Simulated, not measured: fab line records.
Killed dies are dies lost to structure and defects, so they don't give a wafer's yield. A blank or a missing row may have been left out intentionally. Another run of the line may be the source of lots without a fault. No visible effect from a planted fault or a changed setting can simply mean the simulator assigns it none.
Matching of chambers	flow n5-finfet	cvd-co-02 running N5_BEOL_M5_CO_CAP_78: 3 sister chambers
The step material Co, precursor CCTBA/H2, target thk 2 nm, time 102.1 s. 3 wafers are shown with their chamber, then 7 later ones without.

== WAFERS WITH THEIR CHAMBER ==
wafer	chamber	heater-power-w (W)
L231.6	1	231
L243.2	0	223
L243.4	2	257

== WAFERS WITH NO CHAMBER GIVEN ==
wafer	heater-power-w (W)
L243.6	229
L244.3	222
L244.5	233
L244.6	259
L246.1	259
L246.4	264
L246.5	222

== WHICH CHAMBER EACH WENT THROUGH ==
wafer	from the rows above	in truth
L243.6	can't be placed: 1 or 0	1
L244.3	0	0
L244.5	1	1
L244.6	2	2
L246.1	2	2
L246.4	2	2
L246.5	0	0
Correct placement for 6 of the 7. Not placeable from these rows: 1 (in 1, the candidates include the true chamber). Placed wrongly: 0.
How it was worked out, from the rows above alone: a wafer's distance from a chamber is the root of the sum, over the readings, of the square of ((its reading less the chamber's mean) divided by the reading's scatter). If the next closest chamber is less than 2 further off than the closest, the wafer can't be placed; otherwise it belongs to the closest. For every chamber, the mean is computed from those of its wafers that are shown. The scatter (one wafer shown for each chamber): square how far every hidden wafer sits from the nearest shown wafer, average those squares and take the square root.
